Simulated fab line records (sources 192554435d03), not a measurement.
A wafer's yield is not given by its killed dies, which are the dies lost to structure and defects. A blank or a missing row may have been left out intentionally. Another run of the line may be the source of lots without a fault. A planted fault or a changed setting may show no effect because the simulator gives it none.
fab line records	flow n5_finfet
[record] lots = 6	wafers = 16	last_day = 17
route steps=1938 shown START@1 ZERO_LAYER@2 WELL_APT@20 BEOL_M4@1111 PASSIVATION@1936
lots that met no fault: taken from a fault-free run of the same line
start_h: start of the lot's first displayed wafer, in hours after the record's first day	wait_h: hours from the lot's prior step to this one	" the same as in the row above	L1.1+2: several wafers, shown together as one row	- value missing, or start not given	* or withheld: withheld	< > ~ a bound
route shown NAME@n: names a module that has steps shown in the file, with the first one's number in the route	usual: mean and standard deviation over wafers with no fault	same: alike in all rows	chamber/n: place in a boat	sites: per-site readings	_std_site: standard deviation across them	_edge_site: the outer-site mean with the inner-site mean subtracted	radius_mm: how far each site lies from the wafer's centre	mask NAME#n: copy n	behind: the last tool/chamber to shape the wafer	hold: cause of the lot's hold/its duration in hours/its outcome	device: the transistor (n, p or np) that didn't switch	end of line: the route-end tests of the same wafers	for a step that has no rows: nothing shown but its recipe	killed: count of dies lost to structure and defects at first sort (not the wafer's yield)	map: shows each die of a wafer: x if killed, . if not, _ if none is there
set.NAME: setting as actually run; set.NAME@STEP: the setting as run at that earlier step	model.NAME: the simulator's own value behind a step, which no gauge read
lots at some steps of the route; a table a step, a row a wafer
services: from which hour (start_h, from the record's first day; less than 0 if before it) a tool's chamber was out of use, for how many hours, and why
[[steps]]
[step N5_START_INSPECT_01]
[recipe] inspect_instrument = unpatterned_scan	mode = incoming
[usual] raw_defect_count = 6.3/2.8
lot.wafer	tool	chamber	start_h	wait_h	raw_defect_count
L973.1	defect_inspect-01	-	18.03	-	4
L973.3	"	-	"	"	5
L973.4	"	-	"	"	5
L978.1	defect_inspect-02	-	48.03	-	3
L978.3	"	-	"	"	3
L983.1	defect_inspect-02	-	78.03	-	7
L983.2	"	-	"	"	6
L985.2	defect_inspect-01	-	90.03	-	5
L985.4	"	-	"	"	8
L985.5	"	-	"	"	5
L986.3	defect_inspect-01	-	96.03	-	8
L986.5	"	-	"	"	3
L986.6	"	-	"	"	4
L994.1	defect_inspect-02	-	144.03	-	10
L994.2	"	-	"	"	7
L994.4	"	-	"	"	4
[step N5_ZERO_LAYER_PRECLEAN_00]
[recipe] chemistry = SPM	time_s = 600	temp_c = 120	mix = 4:1
[step N5_ZERO_LAYER_SRD_01]
[recipe] time_s = 30	temp_c = 23	rinse_liquid = diw	dry = n2_spin	spin_rpm = 1500	dry_time_s = 30
[step N5_ZERO_LAYER_PECVD_02]
[recipe] material = SiO2	target_thk_a = 100	temp_c = 400	precursor = SiH4/N2O	pressure_torr = 0.75	rf_w = 275	time_s = 6
[usual] heater_power_w = 762/80	showerhead_plenum_p_Torr = 8.08/0.13
lot.wafer	tool	chamber	start_h	wait_h	heater_power_w	showerhead_plenum_p_Torr	model.SiO2_of_ZERO_LAYER_PECVD_02.thk_nm
L973.1	pecvd-01	2	18.28	0.0	643	8.07	9.722
L973.3	"	0	"	"	730	7.83	9.853
L973.4	"	1	"	"	823	7.99	9.986
L978.1	pecvd-04	2	48.28	0.0	771	8.17	18.47
L978.3	"	0	"	"	749	8.06	18.43
L983.1	pecvd-04	2	78.29	0.0	804	8.18	18.64
L983.2	"	1	"	"	867	8.07	9.632
L985.2	pecvd-03	0	90.28	0.0	749	8.24	10.03
L985.4	"	2	"	"	652	8.31	10.13
L985.5	"	1	"	"	634	8.22	9.845
L986.3	pecvd-01	2	96.28	0.0	701	8.09	10.01
L986.5	"	2	"	"	690	8.05	10.08
L986.6	"	0	"	"	854	7.83	10.16
L994.1	pecvd-04	0	144.28	0.0	737	8.08	9.629
L994.2	"	2	"	"	872	8.18	9.906
L994.4	"	1	"	"	814	8.08	9.984
[step N5_ZERO_LAYER_HMDS_04]
[recipe] time_s = 60	temp_c = 120
[step N5_ZERO_LAYER_COAT_05]
[recipe] spin_rpm = 1500	resist_thk_nm = 1000
[step N5_ZERO_LAYER_EBR_07]
[recipe] solvent = PGMEA	ebr_width_mm = 1.5
[step N5_ZERO_LAYER_SOFTBAKE_06]
[recipe] temp_c = 100	time_s = 90
[step N5_ZERO_LAYER_EXPOSE_08]
[recipe] mask_id = ZERO	na = 0.55	source_shape = conventional	sigma_outer = 0.8	polarization = unpolarized	defocus_nm = 0	target_cd_nm = 2000	dose_mj = 16.2
[step N5_ZERO_LAYER_PEB_09]
[recipe] peb_temp_c = withheld	peb_time_s = *
[step N5_ZERO_LAYER_DEVELOP_10]
[recipe] develop_time_s = 60	rinse_liquid = diw	dry = air_spin	dev_temp_c = 21
[step N5_ZERO_LAYER_HARDBAKE_23]
[recipe] temp_c = 130	time_s = 120
[step N5_ZERO_LAYER_CD_MEAS_11]
[recipe] target_cd_nm = 2000	landing_energy_ev = 500	detector = se_inlens
[usual] cd_nm = 2000.1/2
lot.wafer	tool	chamber	start_h	wait_h	cd_nm
L973.1	cd_sem-03	0	18.77	-	2000.6
L973.3	"	0	"	"	1997.4
L973.4	"	0	"	"	2000.9
L978.1	cd_sem-03	0	48.77	-	2002.9
L978.3	"	0	"	"	2002.1
L983.1	cd_sem-02	0	78.78	-	1997.8
L983.2	"	0	"	"	1996.7
L985.2	cd_sem-02	0	90.77	-	2000.6
L985.4	"	0	"	"	2001.2
L985.5	"	0	"	"	1997.9
L986.3	cd_sem-02	0	96.64	-	2000.7
L986.5	"	0	"	"	1996.4
L986.6	"	0	"	"	2002.7
L994.1	cd_sem-01	0	144.78	-	1999.6
L994.2	"	0	"	"	1997.5
L994.4	"	0	"	"	2001.2
[step N5_ZERO_LAYER_DESCUM_16]
[recipe] chemistry = O2	time_s = 7.9	source_power_w = 50	bias_power_w = 20	pressure_mtorr = 20	rf_frequency_hz = 2.712e+07	temp_c = 40	o2_flow_sccm = 225
[usual] drypump_motor_current_A = 5.9/0.36	oes_product_au = 0.74/0.037	rf_vpp_V = 242.6/1.3	showerhead_plenum_p_Torr = 2.06/0.077	throttle_valve_pct = 20.49/0.26
lot.wafer	tool	chamber	start_h	wait_h	drypump_motor_current_A	oes_product_au	rf_hours_counter_h	rf_vpp_V	showerhead_plenum_p_Torr	throttle_valve_pct
L973.1	rie_diel-06	0	18.80	0.0	5.7	0.78	114	245.6	2.09	20.37
L973.3	"	3	"	"	6.2	0.79	111	242.2	2.10	20.81
L973.4	"	2	"	"	5.6	0.83	94	240.7	1.94	20.49
L978.1	rie_diel-01	2	48.86	0.1	5.2	0.69	228	242.3	2.07	20.64
L978.3	"	0	"	"	6.2	0.75	168	242.0	2.00	20.53
L983.1	rie_diel-06	1	78.82	0.0	5.2	0.73	197	242.1	2.08	20.20
L983.2	"	2	"	"	5.6	0.80	112	239.8	1.93	20.50
L985.2	rie_diel-05	2	90.80	0.0	6.2	0.71	200	241.6	1.99	20.11
L985.4	"	1	"	"	6.0	0.76	148	243.1	2.09	20.16
L985.5	"	0	"	"	6.4	0.72	-	242.0	1.97	20.90
L986.3	rie_diel-01	0	96.68	0.0	6.2	0.73	182	241.1	1.99	20.55
L986.5	"	3	"	"	5.6	0.73	-	243.3	2.19	20.68
L986.6	"	0	"	"	6.2	0.74	-	242.0	1.99	20.55
L994.1	rie_diel-06	1	144.82	0.0	5.2	0.71	216	243.1	2.07	20.21
L994.2	"	3	"	"	6.2	0.76	148	243.7	2.09	20.86
L994.4	"	0	"	"	5.7	0.74	149	242.3	2.07	20.43
[step N5_ZERO_LAYER_ETCH_17]
[recipe] chemistry = CF4	target = SiO2	target_depth_a = 120	time_s = 13.3	ion_energy_ev = 350	pressure_mtorr = 40	source_w = 450	bias_w = 215	Ar_flow_sccm = 100	cf4_flow_sccm = 100
[usual] cf4_flow_sccm = 100.04/0.29	drypump_motor_current_A = 5.9/0.36	oes_product_au = 0.75/0.038	rf_vpp_V = 947/4.6	showerhead_plenum_p_Torr = 2.11/0.072	throttle_valve_pct = 15.75/0.2
lot.wafer	tool	chamber	start_h	wait_h	cf4_flow_sccm	drypump_motor_current_A	oes_product_au	rf_hours_counter_h	rf_vpp_V	showerhead_plenum_p_Torr	throttle_valve_pct
L973.1	rie_diel-06	0	18.84	0.0	99.32	5.7	0.79	114	948	2.16	15.70
L973.3	"	3	"	"	100.05	6.2	0.79	111	949	2.15	15.93
L973.4	"	2	"	"	100.00	5.6	0.85	94	939	2.00	15.69
L978.1	rie_diel-01	2	48.90	0.0	99.78	5.2	0.70	228	946	2.10	15.78
L978.3	"	0	"	"	100.30	6.2	0.74	168	944	2.05	15.67
L983.1	rie_diel-06	1	78.85	0.0	100.26	5.2	0.73	197	948	2.13	15.56
L983.2	"	2	"	"	100.09	5.6	0.83	112	939	1.99	15.74
L985.2	rie_diel-05	2	90.84	0.0	100.08	6.2	0.72	200	943	2.04	15.46
L985.4	"	1	"	"	99.59	6.1	0.78	148	950	2.15	15.51
L985.5	"	0	"	"	99.73	6.4	0.72	-	941	2.04	16.18
L986.3	rie_diel-01	0	96.71	0.0	100.01	6.2	0.72	182	944	2.04	15.70
L986.5	"	3	"	"	100.08	5.6	0.74	-	954	2.23	15.83
L986.6	"	0	"	"	100.21	6.2	0.73	-	940	2.04	15.70
L994.1	rie_diel-06	1	144.85	0.0	100.38	5.2	0.72	216	947	2.12	15.59
L994.2	"	3	"	"	99.82	6.2	0.74	148	948	2.14	16.00
L994.4	"	0	"	"	100.36	5.6	0.75	149	949	2.14	15.78
[step N5_ZERO_LAYER_ETCH_18]
[recipe] chemistry = HBr/Cl2	target = Si	target_depth_a = 1200	time_s = 40	pressure_mtorr = 10	icp_w = 800	bias_w = 75	HBr_flow_sccm = 150	Cl2_flow_sccm = 80
[usual] drypump_motor_current_A = 5.84/0.27	oes_product_au = 1.004/0.014	throttle_valve_pct = 36.18/0.23
lot.wafer	tool	chamber	start_h	wait_h	drypump_motor_current_A	oes_product_au	rf_hours_counter_h	throttle_valve_pct
L973.1	rie_si-04	3	18.91	0.0	5.88	1.005	94	36.45
L973.3	"	2	"	"	6.02	1.010	65	36.32
L973.4	"	3	"	"	5.88	1.008	-	36.44
L978.1	rie_si-02	3	48.97	0.0	5.64	0.978	78	36.07
L978.3	"	0	"	"	5.97	0.976	84	36.13
L983.1	rie_si-02	2	78.93	0.1	5.85	1.002	121	36.24
L983.2	"	3	"	"	5.62	0.994	79	36.04
L985.2	rie_si-04	0	90.91	0.0	5.54	0.987	167	35.91
L985.4	"	3	"	"	5.88	1.001	95	36.44
L985.5	"	1	"	"	5.46	1.013	-	35.93
L986.3	rie_si-04	1	96.79	0.0	5.48	1.009	27	35.95
L986.5	"	0	"	"	5.61	0.983	-	35.91
L986.6	"	1	"	"	5.47	1.007	-	35.94
L994.1	rie_si-06	2	144.93	0.0	6.39	1.020	56	36.26
L994.2	"	3	"	"	6.11	1.034	1	36.28
L994.4	"	1	"	"	5.81	0.985	23	36.29
[step N5_ZERO_LAYER_STRIP_24]
[recipe] chemistry = O2	power_w = 1000	temp_c = 250	overash_fraction = 0.3	pressure_mtorr = 1000	o2_flow_sccm = 6750
[usual] drypump_motor_current_A = 5.67/0.2	heater_power_w = 331/48	oes_product_au = 0.647/0.0048	strip_time_to_endpoint_s = 43.85/0.099
[same] overash_fraction = 0.3
lot.wafer	tool	chamber	start_h	wait_h	drypump_motor_current_A	heater_power_w	oes_product_au	rf_hours_counter_h	strip_time_to_endpoint_s
L973.1	plasma_asher-01	1	19.02	0.1	5.75	304	0.659	24	43.83
L973.3	"	1	"	"	5.76	293	0.655	-	43.88
L973.4	"	0	"	"	5.49	301	0.656	-	43.71
L978.1	plasma_asher-01	1	49.08	0.1	5.75	296	0.645	29	43.84
L978.3	"	1	"	"	5.76	297	0.654	-	43.83
L983.1	plasma_asher-01	1	79.04	0.1	5.74	296	0.648	35	43.82
L983.2	"	0	"	"	5.49	303	0.648	35	43.86
L985.2	plasma_asher-01	0	91.02	0.1	5.48	311	0.644	37	43.89
L985.4	"	0	"	"	5.47	313	0.645	-	44.00
L985.5	"	1	"	"	5.75	297	0.640	-	43.87
L986.3	plasma_asher-01	1	96.91	0.1	5.72	288	0.636	-	43.80
L986.5	"	0	"	"	5.49	305	0.650	-	43.77
L986.6	"	1	"	"	5.74	292	0.642	-	43.79
L994.1	plasma_asher-01	0	145.03	0.1	5.49	309	0.651	49	43.80
L994.2	"	1	"	"	5.75	300	0.645	49	43.67
L994.4	"	1	"	"	5.76	296	0.646	-	43.84
[step N5_ZERO_LAYER_STRIP_19]
[recipe] chemistry = SPM	time_s = 900	temp_c = 130	h2so4_h2o2_vol_ratio = 4	dry = ipa_marangoni
[step N5_ZERO_LAYER_INSPECT_20]
[recipe] inspect_instrument = darkfield	mode = post_clean
[usual] raw_defect_count = 34/17
lot.wafer	tool	chamber	start_h	wait_h	raw_defect_count
L973.1	defect_inspect-02	-	19.38	0.0	38
L973.3	"	-	"	"	28
L973.4	"	-	"	"	19
L978.1	defect_inspect-01	-	49.44	0.0	6
L978.3	"	-	"	"	16
L983.1	defect_inspect-02	-	79.40	0.0	27
L983.2	"	-	"	"	20
L985.2	defect_inspect-01	-	91.38	0.0	23
L985.4	"	-	"	"	31
L985.5	"	-	"	"	18
L986.3	defect_inspect-02	-	97.25	0.0	17
L986.5	"	-	"	"	15
L986.6	"	-	"	"	31
L994.1	defect_inspect-02	-	145.39	0.0	32
L994.2	"	-	"	"	23
L994.4	"	-	"	"	20
[step N5_WELL_APT_HMDS_01]
[recipe] time_s = 60	temp_c = 120
[step N5_WELL_APT_COAT_02]
[recipe] spin_rpm = 1357	resist_thk_nm = 950
[step N5_WELL_APT_EBR_04]
[recipe] solvent = PGMEA	ebr_width_mm = 1.5
[step N5_WELL_APT_SOFTBAKE_03]
[recipe] temp_c = 130	time_s = 60
[step N5_WELL_APT_EXPOSE_05]
[recipe] mask_id = NWELL	na = 0.8	source_shape = conventional	sigma_outer = 0.8	polarization = unpolarized	defocus_nm = 0	target_cd_nm = 200	dose_mj = 20.3
[step N5_WELL_APT_PEB_06]
[recipe] peb_temp_c = 130	peb_time_s = 90
[step N5_WELL_APT_DEVELOP_07]
[recipe] develop_time_s = 45	rinse_liquid = surfactant_rinse	dry = air_spin	dev_temp_c = 21
[step N5_WELL_APT_HARDBAKE_12]
[recipe] temp_c = 130	time_s = 120
[step N5_WELL_APT_CD_MEAS_08]
[recipe] target_cd_nm = 200	landing_energy_ev = 500	detector = se_inlens
[usual] cd_nm = 199.9/1.8
lot.wafer	tool	chamber	start_h	wait_h	cd_nm
L973.1	cd_sem-02	0	19.68	-	200.6
L973.3	"	0	"	"	199.4
L973.4	"	0	"	"	198.3
L978.1	cd_sem-03	0	49.74	-	199.8
L978.3	"	0	"	"	200.7
L983.1	cd_sem-02	0	79.70	-	199.4
L983.2	"	0	"	"	200.2
L985.2	cd_sem-02	0	91.81	-	198.8
L985.4	"	0	"	"	198.2
L985.5	"	0	"	"	199.5
L986.3	cd_sem-03	0	101.91	-	203.5
L986.5	"	0	"	"	204.0
L986.6	"	0	"	"	200.4
L994.1	cd_sem-03	0	145.69	-	199.0
L994.2	"	0	"	"	201.9
L994.4	"	0	"	"	198.9
[step N5_WELL_APT_OVL_MEAS_09]
[recipe] points_per_wafer = 44
[usual] NWELL_OVL = 1/5
lot.wafer	tool	chamber	start_h	wait_h	NWELL_OVL[nm]
L973.1	overlay-01	0	19.71	0.0	1
L973.3	"	0	"	"	-4
L973.4	"	0	"	"	-1
L978.1	overlay-01	0	49.77	0.0	6
L978.3	"	0	"	"	3
L983.1	overlay-01	0	79.73	0.0	1
L983.2	"	0	"	"	5
L985.2	overlay-02	0	91.84	0.0	2
L985.4	"	0	"	"	-4
L985.5	"	0	"	"	0
L986.3	overlay-01	0	101.94	0.0	-1
L986.5	"	0	"	"	-1
L986.6	"	0	"	"	0
L994.1	overlay-01	0	145.72	0.0	-1
L994.2	"	0	"	"	5
L994.4	"	0	"	"	5
[step N5_WELL_APT_INSPECT_10]
[recipe] mode = adi	inspect_instrument = macro
[usual] raw_defect_count = 2/1.4
lot.wafer	tool	chamber	start_h	wait_h	raw_defect_count
L973.1	defect_inspect-01	-	19.73	0.0	0
L973.3	"	-	"	"	5
L973.4	"	-	"	"	3
L978.1	defect_inspect-02	-	49.79	0.0	1
L978.3	"	-	"	"	3
L983.1	defect_inspect-01	-	79.75	0.0	5
L983.2	"	-	"	"	2
L985.2	defect_inspect-01	-	91.87	0.0	1
L985.4	"	-	"	"	4
L985.5	"	-	"	"	0
L986.3	defect_inspect-01	-	101.97	0.0	4
L986.5	"	-	"	"	5
L986.6	"	-	"	"	1
L994.1	defect_inspect-02	-	145.75	0.0	2
L994.2	"	-	"	"	5
L994.4	"	-	"	"	5
[step N5_WELL_APT_DESCUM_13]
[recipe] chemistry = O2	time_s = 7.9	source_power_w = 50	bias_power_w = 20	pressure_mtorr = 20	rf_frequency_hz = 2.712e+07	temp_c = 40	o2_flow_sccm = 225
[usual] drypump_motor_current_A = 5.8/0.41	oes_product_au = 0.78/0.1	rf_vpp_V = 243.0/1.3	showerhead_plenum_p_Torr = 2.08/0.07	throttle_valve_pct = 20.36/0.2
lot.wafer	tool	chamber	start_h	wait_h	drypump_motor_current_A	oes_product_au	rf_hours_counter_h	rf_vpp_V	showerhead_plenum_p_Torr	throttle_valve_pct
L973.1	rie_diel-02	2	19.77	0.0	5.9	0.80	108	243.7	2.02	20.30
L973.3	"	0	"	"	5.9	1.04	0	243.3	2.14	20.18
L973.4	"	1	"	"	5.6	0.72	176	240.9	2.00	20.39
L978.1	rie_diel-04	3	50.21	0.4	5.5	0.90	17	242.9	2.04	20.04
L978.3	"	0	"	"	5.5	0.69	240	241.0	1.98	20.34
L983.1	rie_diel-04	3	79.88	0.1	5.5	0.88	29	240.7	2.03	20.05
L983.2	"	1	"	"	5.7	0.78	145	244.0	2.20	20.31
L985.2	rie_diel-03	1	91.92	0.1	6.3	0.68	246	244.7	2.16	20.72
L985.4	"	3	"	"	6.1	0.93	21	242.9	2.13	20.23
L985.5	"	1	"	"	6.3	0.68	-	243.0	2.16	20.72
L986.3	rie_diel-03	1	102.00	0.0	6.2	0.69	249	244.2	2.16	20.73
L986.5	"	0	"	"	5.7	0.68	-	242.8	2.05	20.48
L986.6	"	1	"	"	6.2	0.69	-	243.7	2.16	20.72
L994.1	rie_diel-02	2	146.16	0.4	5.9	0.74	159	240.6	2.00	20.37
L994.2	"	3	"	"	6.3	0.72	189	243.1	2.16	20.08
L994.4	"	1	"	"	5.6	0.69	226	240.0	1.98	20.46
[step N5_WELL_APT_IMPLANT_14]
[recipe] species = P	energy_kev = 160	dose_cm2 = 1.5e+13	tilt_deg = 0	rotation_deg = 0
[step N5_WELL_APT_IMPLANT_15]
[recipe] species = As	energy_kev = 25	dose_cm2 = 1.5e+13	tilt_deg = 0	rotation_deg = 0
[step N5_BEOL_M4_RC_MEAS_101]
[usual] CJ_N = 4.33/0.097	CJ_P = 5.77/0.22	DIBL_N = 36.0/1.7	DIBL_P = 35.8/2	IOFF_N = 0.15/0.03	IOFF_N_LONG = 5.54e-05/2e-06	IOFF_P = 0.20/0.037	ION_N = 670/12	ION_P = 460/7.2	RS_NWELL = 1037/6.9	RS_PWELL = 3010/23	SS_N = 71.5/0.68	SS_P = 73.2/0.65	VT_N = 250/3.1	VT_P = -251/3.4
lot.wafer	tool	chamber	start_h	wait_h	CJ_N	CJ_P	DIBL_N[mV/V]	DIBL_P[mV/V]	IOFF_N[nA/um]	IOFF_N_LONG[nA/um]	IOFF_P[nA/um]	ION_N[uA/um]	ION_P[uA/um]	RS_NWELL[ohm/sq]	RS_PWELL[ohm/sq]	SS_N[mV/dec]	SS_P[mV/dec]	VT_N[mV]	VT_P[mV]
L973.1	prober-01	0	175.47	0.0	4.38	5.84	36.5	34.6	0.14	5.34e-05	0.19	664	451	1035	2997	72.2	73.3	252	-254
L973.3	"	0	"	"	4.24	5.49	33.3	31.9	0.10	5.19e-05	0.16	652	456	1026	2997	70.6	72.2	256	-255
L973.4	"	0	"	"	4.25	5.95	35.3	34.9	0.14	5.3e-05	0.20	683	471	1027	3010	71.2	72.7	250	-250
L978.1	prober-01	0	200.59	0.0	4.99	4.60	39.0	40.7	0.20	6.21e-05	0.28	691	470	1065	3140	72.5	73.9	247	-246
L978.3	"	0	"	"	4.93	4.08	36.9	38.2	0.15	6.11e-05	0.22	645	451	1069	3116	71.3	73.4	251	-251
L983.1	prober-01	0	243.61	0.0	4.92	4.70	38.2	38.1	0.17	5.89e-05	0.25	674	471	1047	3165	72.2	74.1	251	-245
L983.2	"	0	"	"	4.25	5.84	35.9	35.9	0.14	5.26e-05	0.22	669	463	1037	3009	71.9	73.5	251	-247
L985.2	prober-01	0	255.17	0.2	4.54	5.74	34.9	33.4	0.12	5.68e-05	0.16	661	460	1044	2999	71.3	72.5	253	-253
L985.4	"	0	"	"	4.52	5.40	36.6	35.5	0.14	5.52e-05	0.19	663	456	1049	3039	71.4	73.0	251	-250
L985.5	"	0	"	"	4.42	5.65	36.3	35.3	0.14	5.46e-05	0.19	667	458	1044	2998	72.2	73.2	252	-251
L986.3	prober-02	0	262.19	0.3	4.38	5.82	36.8	37.2	0.16	5.28e-05	0.18	678	457	1028	2961	71.9	72.5	249	-254
L986.5	"	0	"	"	4.26	5.68	36.6	38.0	0.16	5.23e-05	0.21	671	464	1036	2969	72.1	73.4	251	-251
L986.6	"	0	"	"	4.40	5.90	36.4	36.4	0.15	5.37e-05	0.19	678	463	1040	3002	72.2	73.1	248	-251
L994.1	prober-02	0	305.10	0.0	4.36	5.69	36.5	36.3	0.16	5.99e-05	0.22	680	466	1045	3033	71.0	73.4	249	-250
L994.2	"	0	"	"	4.49	5.67	39.0	38.8	0.23	6.1e-05	0.27	699	471	1050	3009	71.5	74.2	242	-246
L994.4	"	0	"	"	4.31	6.03	38.6	38.2	0.20	5.96e-05	0.26	688	468	1044	3034	71.6	74.0	245	-246
[step N5_PASSIVATION_PROBE_49]
[usual] defect_limited_yield = 91.4/1.5	killed_at_M0_to_M3 = 32/9.8	killed_at_M4_up = 15/5.6	killed_at_contacts = 12/5.4	killed_at_front_end = 40/13	killed_at_other = 3.0/2.1	killed_dies = 102/17	killed_open = 67/13	killed_short = 32/7.1	sort_bin_5_function = 5.1/0.96	sort_bin_6_memory = 3.2/0.7	sort_n_pass = 1078/18	sort_yield_pct = 91.3/1.5
[same] gross_dies = 1180	killed_at_back_side = 0	sort_bin_4_leakage[%] = 0	sort_bin_8_speed[%] = 0
lot.wafer	tool	chamber	start_h	wait_h	defect_limited_yield[%]	killed_at_M0_to_M3	killed_at_M4_up	killed_at_contacts	killed_at_front_end	killed_at_other	killed_dies	killed_open	killed_short	sort_bin_5_function[%]	sort_bin_6_memory[%]	sort_n_pass	sort_yield_pct[%]
L985.2	prober-02	-	359.85	0.1	91.1	22	28	12	41	2	105	69	35	5.8	3.0	1075	91.1
L985.4	prober-02	-	359.95	0.2	92.0	31	15	10	34	4	94	65	25	5.1	2.2	1086	92.0
L985.5	prober-02	-	360.00	0.2	92.7	9	21	10	43	3	86	64	22	3.7	3.3	1094	92.7
// killed by level:class
L985.2 FIN_SAQP:geometric_particle:open=13 MOL_CONTACT_COAG:geometric_particle:open=9 BEOL_M3:geometric_particle:open=6 BEOL_M4:geometric_particle:open=6 BEOL_M0_SAQP:geometric_particle:open=5 BEOL_M0_SAQP:geometric_particle:short=5 BEOL_M5:geometric_particle:open=5 BEOL_M4:geometric_particle:short=5
L985.4 MOL_CONTACT_COAG:geometric_particle:open=9 FIN_SAQP:geometric_particle:open=8 BEOL_M3:geometric_particle:open=8 BEOL_M4:geometric_particle:open=7 BEOL_M2:geometric_particle:open=6 FIN_SAQP:geometric_particle:short=5 BEOL_M0_SAQP:geometric_particle:open=5 GATE_CUT:geometric_particle:short=4
L985.5 FIN_SAQP:geometric_particle:open=18 MOL_CONTACT_COAG:geometric_particle:open=10 GATE_CUT:geometric_particle:short=8 FIN_SAQP:geometric_particle:short=7 GATE_CUT:geometric_particle:open=5 BEOL_M4:geometric_particle:open=4 BEOL_M2:geometric_particle:open=3 BEOL_M6:geometric_particle:open=3
[[services]]
tool	chamber	start_h	hours	kind
rie_si-02	-	4.42	0.5	repair
rie_diel-01	2	24.60	22.8	repair
pecvd-01	-	34.86	6.0	pm
rie_diel-02	-	34.89	0.7	repair
rie_diel-06	3	38.09	5.0	repair
pecvd-01	1	47.04	3.5	repair
plasma_asher-01	-	52.38	1.9	repair
pecvd-04	-	56.43	0.3	repair
rie_diel-02	1	56.93	4.6	repair
rie_diel-03	0	57.56	11.0	repair
rie_diel-04	2	58.03	14.0	repair
rie_diel-01	2	59.15	2.7	repair
rie_si-02	1	60.39	3.9	repair
rie_diel-06	-	75.90	0.5	repair
rie_diel-01	3	83.26	8.8	repair
rie_diel-02	0	91.45	11.1	repair
rie_diel-02	3	99.64	9.0	repair
rie_diel-06	0	101.16	4.5	repair
pecvd-01	-	114.37	0.5	repair
rie_diel-02	3	117.67	8.6	repair
pecvd-04	-	119.65	6.0	pm
rie_diel-04	-	122.84	15.6	pm
rie_diel-01	3	123.80	3.1	repair
rie_si-02	-	131.47	0.4	repair
[[key]]
[first_sign] step = N5_BEOL_M4_RC_MEAS_101	reading = CJ_N	direction = up	sigmas = 6.3	usual = 4.33	struck = 4.95
[effect] step = N5_BEOL_M4_RC_MEAS_101	reading = CJ_P	direction = down	sigmas = 6	usual = 5.77	struck = 4.46
[effect] step = N5_BEOL_M4_RC_MEAS_101	reading = RS_PWELL	direction = up	sigmas = 5.7	usual = 3010	struck = 3140
[effect] step = N5_BEOL_M4_RC_MEAS_101	reading = RS_NWELL	direction = up	sigmas = 3.4	usual = 1037	struck = 1061
[effect] step = N5_BEOL_M4_RC_MEAS_101	reading = IOFF_N_LONG	direction = up	sigmas = 2.6	usual = 5.54e-05	struck = 6.07e-05
[model_effect] step = N5_ZERO_LAYER_PECVD_02	value = SiO2_of_ZERO_LAYER_PECVD_02.thk_nm	without = 10	struck = 18.51
met_at N5_ZERO_LAYER_PECVD_02
struck_wafers L978.1,L978.3,L983.1
[fault] kind = process_parameter_drift	tool = pecvd-04	chamber = -	onset_h = 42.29	steps = N5_ZERO_LAYER_PECVD_02	channel = time_s	offset = *	shape = step	end_h = 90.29	scope = struck_wafers_only	acts_in = *	stated = *
